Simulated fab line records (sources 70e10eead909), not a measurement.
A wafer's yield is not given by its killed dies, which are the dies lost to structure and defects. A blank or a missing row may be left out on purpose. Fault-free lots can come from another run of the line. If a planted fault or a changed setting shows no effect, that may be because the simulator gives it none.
fab line records	flow nandHarc
record: lots: 12	wafers: 36	lastDay: 23
route steps=1159 shown A_BONDPAD@1080 THIN_TSV@1119 END@1159
lots that met no fault: taken from a fault-free run of the same line
startH: start of the lot's first displayed wafer, in hours after the record's first day	waitH: hours from the lot's prior step to this one	" same as the row above	L1.1+2: several wafers, shown together as one row	- no value, or no start given	* or withheld: withheld	< > ~ a bound
route shown NAME@n: a module of which the file shows steps, and the number in the route of the first	usual: average and standard deviation across the fault-free wafers	same: alike in all rows	chamber/n: place in a boat	sites: the reading at each site	_std_site: their standard deviation	_edge_site: the outer-site mean with the inner-site mean subtracted	radiusMm: for every site, how far away it sits from the centre of the wafer	mask NAME#n: copy n	behind: the last tool/chamber to shape the wafer	hold: the reason the lot was held/the length of the hold in hours/how it ended	device: which transistor (n, p or np) failed to switch	end of line: tests of these same wafers at the route's end	a step without rows: its recipe alone	killed: the dies lost at the first sort to structure and to defects; this is not the yield of the wafer	map: a wafer's dies, x killed, . not, _ none there
set.NAME: the setting that was run; set.NAME@STEP: the one run at that earlier step	model.NAME: the simulator's own value behind a step, which no gauge read
a sample of lots followed through the steps of the route, with each step as a table and each wafer as a row
services: a tool's chamber out of use, with start hour (startH, from the record's first day; less than 0 if before it), hours out, and reason
== steps ==
step: NHARC_A_BONDPAD_ETCH_24
recipe: targetDepthA: 300	overEtchFrac: 0.3	timeS: 72.99	ionEnergyEv: 150	cf4FlowSccm: 50	n2FlowSccm: 100	arFlowSccm: 150	rfW: 300	biasW: 100	chemistry: CF4/N2
usual: drypumpMotorCurrentA: 5.7/0.44	oesProductAu: 1.000/0.014	rfVppV: 315.0/2	showerheadPlenumPTorr: 2.68/0.11	throttleValvePct: 19.794/0.0094
lot.wafer	tool	chamber	startH	waitH	drypumpMotorCurrentA	oesProductAu	rfHoursCounterH	rfVppV	showerheadPlenumPTorr	throttleValvePct
L198.3	rieDiel-13	3	-	-	6.3	1.018	51	315.8	2.71	19.794
L198.2	"	0	"	"	5.5	1.016	51	314.8	2.79	19.793
L198.5	"	0	"	"	5.5	1.010	-	317.0	2.79	19.793
L201.2	rieDiel-03	0	-	-	5.8	1.011	0	311.3	2.51	19.807
L201.3	"	1	"	"	5.1	0.999	1	316.8	2.75	19.789
L201.6	"	1	"	"	5.0	0.995	-	316.0	2.75	19.800
L200.1	rieDiel-03	0	-	-	5.8	0.997	1	312.8	2.51	19.802
L200.3	"	2	"	"	5.6	0.978	1	315.8	2.69	19.791
L200.6	"	1	"	"	5.1	1.014	-	316.7	2.75	19.791
L202.1	rieDiel-11	1	-	-	6.6	1.000	8	314.5	2.64	19.801
L202.3	"	0	"	"	5.9	0.983	8	317.6	2.77	19.813
L202.5	"	2	"	"	4.8	0.979	-	312.6	2.54	19.795
L203.1	rieDiel-03	1	-	-	5.1	1.012	2	315.4	2.75	19.783
L203.6	"	3	"	"	5.8	0.999	-	315.9	2.78	19.801
L203.5	"	0	"	"	5.8	1.004	-	312.9	2.51	19.804
L208.3	rieDiel-03	1	-	-	5.1	1.008	2	316.6	2.75	19.777
L208.4	"	0	"	"	5.8	1.003	2	312.4	2.51	19.796
L208.6	"	1	"	"	5.1	1.006	-	315.1	2.75	19.800
L204.4	rieDiel-11	0	-	-	5.9	0.993	17	315.9	2.77	19.790
L204.5	"	2	"	"	4.8	0.987	-	313.2	2.54	19.792
L204.6	"	3	"	"	6.3	1.026	-	312.0	2.56	19.800
L207.1	rieDiel-03	1	-	-	5.1	1.009	2	316.5	2.75	19.795
L207.2	"	0	"	"	5.9	1.003	2	312.4	2.51	19.789
L207.6	"	1	"	"	5.1	1.007	-	315.5	2.75	19.785
L209.3	rieDiel-03	0	-	-	5.8	0.997	3	312.6	2.51	19.796
L209.2	"	2	"	"	5.6	0.990	3	315.9	2.69	19.798
L209.6	"	3	"	"	5.8	0.991	-	317.0	2.78	19.805
L205.4	rieDiel-03	2	-	-	5.7	0.986	2	314.1	2.69	19.786
L205.3	"	3	"	"	5.8	0.994	2	317.3	2.78	19.793
L205.6	"	0	"	"	5.8	1.010	-	310.8	2.51	19.799
L216.4	rieDiel-03	2	-	-	5.7	0.994	4	314.2	2.69	19.789
L216.3	"	1	"	"	5.1	1.021	4	317.4	2.75	19.801
L216.6	"	2	"	"	5.7	0.984	-	316.0	2.69	19.803
L217.4	rieDiel-13	3	-	-	6.3	1.014	22	315.5	2.70	19.784
L217.1	"	0	"	"	5.5	1.037	22	315.6	2.77	19.799
L217.3	"	2	"	"	6.5	1.020	21	318.5	2.83	19.777
step: NHARC_A_BONDPAD_DEGAS_25
recipe: tempC: 300	timeS: 60
usual: heaterPowerW: 483/58	susceptorTempC: 300.03/0.18
lot.wafer	tool	chamber	startH	waitH	heaterPowerW	susceptorTempC
L198.3	pvdSputter-03	-	409.34	-	385	300.06
L198.2	"	-	"	"	465	299.96
L198.5	"	-	"	"	464	300.18
L201.2	pvdSputter-03	-	411.21	-	531	299.93
L201.3	"	-	"	"	464	300.08
L201.6	"	-	"	"	532	300.29
L200.3	pvdSputter-02	-	414.95	-	602	300.14
L200.1	"	-	"	"	529	299.91
L200.6	"	-	"	"	560	300.01
L202.1	pvdSputter-03	-	420.19	-	373	299.96
L202.3	"	-	"	"	515	300.35
L202.5	"	-	"	"	380	299.69
L203.1	pvdSputter-01	-	447.59	-	465	299.80
L203.5	"	-	"	"	454	300.12
L203.6	"	-	"	"	495	300.09
L208.3	pvdSputter-02	-	452.70	-	547	300.12
L208.4	"	-	"	"	436	299.76
L208.6	"	-	"	"	544	300.03
L204.4	pvdSputter-02	-	459.35	-	607	299.51
L204.5	"	-	"	"	604	299.87
L204.6	"	-	"	"	550	299.88
L207.1	pvdSputter-01	-	463.00	-	485	300.12
L207.2	"	-	"	"	488	300.22
L207.6	"	-	"	"	489	300.04
L209.3	pvdSputter-02	-	489.72	-	614	-
L209.2	"	-	"	"	427	-
L209.6	"	-	"	"	541	-
L205.4	pvdSputter-01	-	494.24	-	457	300.06
L205.3	"	-	"	"	503	300.24
L205.6	"	-	"	"	450	300.08
L216.3	pvdSputter-03	-	519.12	-	375	-
L216.4	"	-	"	"	468	-
L216.6	"	-	"	"	551	-
L217.1	pvdSputter-03	-	521.98	-	539	300.13
L217.3	"	-	"	"	372	299.77
L217.4	"	-	"	"	499	299.98
step: NHARC_A_BONDPAD_ECD_18
recipe: targetThkA: 4000	bathTempC: 25	material: Cu
lot.wafer	tool	chamber	startH	waitH
L198.2+3+5	ecdCu-01	1	409.70	-
L201.2+3+6	ecdCu-01	1,0,1	411.67	-
L200.1+3+6	ecdCu-02	0,1,0	415.36	-
L202.1+3+5	ecdCu-01	1,0,1	420.54	-
L203.1+6+5	ecdCu-02	0,0,1	447.96	-
L208.3+4+6	ecdCu-02	1,0,1	453.16	-
L204.4+5+6	ecdCu-01	1,1,0	459.83	-
L207.1+2+6	ecdCu-01	1,0,0	463.35	-
L209.2+3+6	ecdCu-01	1,0,1	490.08	-
L205.3+4+6	ecdCu-01	1,0,0	494.71	-
L216.4+3+6	ecdCu-02	0,1,0	519.57	-
L217.1+4+3	ecdCu-02	0,1,0	522.39	-
step: NHARC_THIN_TSV_ETCH_44
recipe: targetDepthA: 15942	timeS: 797.1	cf4FlowSccm: 150	o2FlowSccm: 10	arFlowSccm: 0	rfW: 300	biasW: 800	chemistry: CF4/O2
usual: drypumpMotorCurrentA: 5.5/0.52	o2FlowSccm: 10.00/0.03	oesProductAu: 1.002/0.012	rfVppV: 795/4.6	showerheadPlenumPTorr: 1.85/0.072	throttleValvePct: 16.913/0.0091
lot.wafer	tool	chamber	startH	waitH	drypumpMotorCurrentA	o2FlowSccm	oesProductAu	rfHoursCounterH	rfVppV	showerheadPlenumPTorr	throttleValvePct
L201.3	rieDiel-08	1	428.49	0.1	5.9	9.97	0.980	7	791	1.78	16.910
L201.2	"	2	"	"	5.8	9.98	0.977	7	787	1.71	16.906
L201.6	"	0	"	"	5.3	10.02	0.999	-	799	1.92	16.913
L198.3	rieDiel-06	1	429.65	0.2	4.8	9.99	1.011	0	802	1.92	16.922
L198.2	"	2	"	"	5.7	10.01	1.009	0	793	1.81	16.915
L198.5	"	0	"	"	5.1	10.05	1.005	-	800	1.95	16.920
L200.1	rieDiel-08	0	431.91	0.2	5.2	10.01	0.994	6	799	1.92	16.923
L200.3	"	1	"	"	5.9	10.02	1.002	8	791	1.78	16.903
L200.6	"	2	"	"	5.8	10.02	0.980	-	787	1.71	16.908
L202.1	rieDiel-06	1	439.36	0.1	4.8	9.96	1.019	1	800	1.92	16.913
L202.3	"	3	"	"	6.4	10.04	1.010	1	793	1.83	16.908
L202.5	"	1	"	"	4.8	9.96	1.022	-	800	1.92	16.918
L203.1	rieDiel-06	0	463.19	0.2	5.1	10.02	1.012	3	801	1.95	16.913
L203.6	"	2	"	"	5.7	10.03	0.999	-	792	1.81	16.925
L203.5	"	3	"	"	6.4	9.95	0.993	-	794	1.82	16.931
L208.3	rieDiel-10	3	467.59	0.2	5.4	10.03	1.014	12	790	1.79	16.915
L208.4	"	2	"	"	6.3	9.96	1.006	-	790	1.77	16.925
L208.6	"	3	"	"	5.4	9.97	1.013	-	794	1.79	16.913
L204.4	rieDiel-06	2	473.69	0.1	5.7	9.97	0.987	3	792	1.81	16.908
L204.6	"	2	"	"	5.7	9.99	0.978	-	793	1.81	16.914
L204.5	"	3	"	"	6.4	10.03	0.971	-	794	1.82	16.918
L207.2	rieDiel-08	1	476.13	0.1	5.9	10.04	1.006	11	793	1.78	16.902
L207.1	"	2	"	"	5.8	10.01	0.996	10	786	1.71	16.908
L207.6	"	1	"	"	5.9	9.99	1.017	-	791	1.78	16.914
L209.2	rieDiel-10	2	503.56	0.1	6.3	9.97	1.003	15	789	1.77	16.914
L209.3	"	3	"	"	5.3	10.02	0.997	15	791	1.79	16.919
L209.6	"	2	"	"	6.3	9.97	0.992	-	790	1.77	16.923
L205.4	rieDiel-06	0	508.01	0.1	5.1	10.00	1.001	4	801	1.95	16.921
L205.3	"	2	"	"	5.7	9.99	0.986	4	793	1.81	16.920
L205.6	"	1	"	"	4.8	10.01	1.017	-	801	1.92	16.921
L216.4	rieDiel-06	0	533.68	0.1	5.1	9.98	0.997	6	802	1.95	16.915
L216.3	"	2	"	"	5.7	10.02	0.991	8	793	1.81	16.908
L216.6	"	0	"	"	5.1	10.00	0.998	-	801	1.95	16.900
L217.4	rieDiel-08	3	534.78	0.1	5.3	10.04	1.014	4	796	1.86	16.929
L217.1	"	1	"	"	5.9	9.99	1.007	5	791	1.78	16.914
L217.3	"	2	"	"	5.7	10.00	0.991	3	787	1.71	16.899
step: NHARC_END_SORT_01
recipe: tempC: 25
usual: killedAtArray: 26/9.7	killedAtOther: 1.0/1.2	killedAtPeriphery: 3.9/2.6	killedDies: 31/9.7	killedOpen: 3.2/1.8	killedShort: 2.0/1.3
same: grossDies: 677
lot.wafer	tool	chamber	startH	waitH	killedAtArray	killedAtOther	killedAtPeriphery	killedDies	killedOpen	killedShort
L209.2	prober-02	0	518.91	2.8	92	0	1	93	2	1
L209.3	prober-02	0	519.70	3.1	101	1	3	105	1	2
L209.6	prober-02	0	522.07	4.0	93	2	4	99	3	4
L205.3	prober-02	0	521.25	3.1	90	0	1	91	1	1
L205.4	prober-02	0	522.05	3.4	89	0	2	91	3	2
L205.6	prober-02	0	523.64	4.0	88	0	1	89	4	2
killed by level:class
L209.2 A_WL_FILL:unspecified=80 A_CHANNEL_HOLE_D1:chamberFilmFlake=5 A_CONTACT:chamberFilmFlake=3 A_M0:geometricParticle:open=2 A_SOURCE_PLATE:geometricParticle:short=1 P_GATE:chamberFilmFlake=1 A_CHANNEL_FILL_D1:chamberFilmFlake=1
L209.3 A_WL_FILL:unspecified=85 A_CHANNEL_HOLE_D1:chamberFilmFlake=6 P_STI:chamberFilmFlake=3 A_STAIRCASE:chamberFilmFlake=3 A_CHANNEL_FILL_D1:chamberFilmFlake=2 A_CONTACT:chamberFilmFlake=2 A_CHANNEL_FILL_D1:geometricParticle:short=1 A_CONTACT:geometricParticle:open=1
L205.3 A_WL_FILL:unspecified=78 A_CONTACT:chamberFilmFlake=6 A_CHANNEL_HOLE_D1:chamberFilmFlake=2 A_CHANNEL_FILL_D1:geometricParticle:short=1 A_BLC:geometricParticle:open=1 P_ZERO_WELL:chamberFilmFlake=1 A_CHANNEL_FILL_D1:chamberFilmFlake=1 A_STAIRCASE:chamberFilmFlake=1
L205.4 A_WL_FILL:unspecified=77 A_CONTACT:geometricParticle:open=2 A_CHANNEL_FILL_D1:chamberFilmFlake=2 A_STAIRCASE:chamberFilmFlake=2 A_CONTACT:chamberFilmFlake=2 P_M0:geometricParticle:short=1 A_SOURCE_PLATE:geometricParticle:open=1 A_CONTACT:geometricParticle:short=1
L209.6 A_WL_FILL:unspecified=77 A_CONTACT:chamberFilmFlake=5 A_CHANNEL_HOLE_D1:chamberFilmFlake=4 P_CONTACT:chamberFilmFlake=2 P_M0:geometricParticle:open=1 P_M2:geometricParticle:short=1 A_CHANNEL_HOLE_D1:geometricParticle:open=1 A_CHANNEL_FILL_D1:geometricParticle:short=1
L205.6 A_WL_FILL:unspecified=77 A_CHANNEL_HOLE_D1:chamberFilmFlake=4 A_CONTACT:geometricParticle:open=2 P_M1:geometricParticle:open=1 A_ONON_D1:geometricParticle:short=1 A_CHANNEL_HOLE_D1:geometricParticle:short=1 A_BLC:geometricParticle:open=1 A_ZERO_WELL:chamberFilmFlake=1
== services ==
tool	chamber	startH	hours	kind
pvdSputter-02	-	392.04	10.0	pm
rieDiel-03	-	392.33	9.0	pm
rieDiel-03	0	392.33	9.0	ventCycle
rieDiel-03	1	392.33	9.0	ventCycle
rieDiel-03	2	392.33	9.0	ventCycle
rieDiel-03	3	392.33	9.0	ventCycle
rieDiel-08	0	392.51	9.5	repair
rieDiel-03	0	401.33	-	clean
rieDiel-06	-	418.20	9.0	pm
rieDiel-11	-	432.78	0.4	repair
ecdCu-01	-	448.58	8.0	pm
rieDiel-13	-	453.00	9.0	pm
ecdCu-02	-	456.90	4.8	repair
pvdSputter-03	-	458.00	10.0	pm
rieDiel-10	0	461.03	11.3	repair
rieDiel-03	1	470.57	3.0	repair
rieDiel-08	-	478.93	9.0	pm
rieDiel-08	2	502.85	2.9	repair
pvdSputter-01	-	514.03	10.0	pm
rieDiel-08	2	514.90	14.8	repair
ecdCu-01	-	526.35	2.7	repair
rieDiel-10	-	530.50	9.0	pm
ecdCu-02	-	532.50	8.0	pm
rieDiel-13	3	532.78	8.0	repair
== key ==
firstSign: step: NHARC_END_SORT_01	reading: killedAtArray	direction: up	sigmas: 6.9	usual: 26	struck: 92
effect: step: NHARC_END_SORT_01	reading: killedDies	direction: up	sigmas: 6.6	usual: 31	struck: 95
metAt NHARC_A_BONDPAD_ECD_18
struckLots L205,L209
testerLeftOut L205,L209
notActingAt NHARC_A_BONDPAD_ETCH_24,NHARC_A_BONDPAD_DEGAS_25,NHARC_THIN_TSV_ETCH_44
onsetBetween 463.35 490.08
earlierFault: kind: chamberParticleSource	tool: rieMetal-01	chamber: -	onsetH: 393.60	steps: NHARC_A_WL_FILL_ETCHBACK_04	ratePerVisitCm2: 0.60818	endH: 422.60
fault: kind: processParameterDrift	tool: ecdCu-01	chamber: -	onsetH: 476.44	steps: NHARC_A_BONDPAD_ECD_18	channel: targetThkA	offset: *	shape: step	endH: 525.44	actsIn: *	stated: *
testerLeftOut: of these lots the tester's yield and bins aren't shown, on N5 and GAA mostly nor the transistor test; their killed dies are dies lost to structure and defects alone, not to doping, threshold or leakage, so they don't give the yield
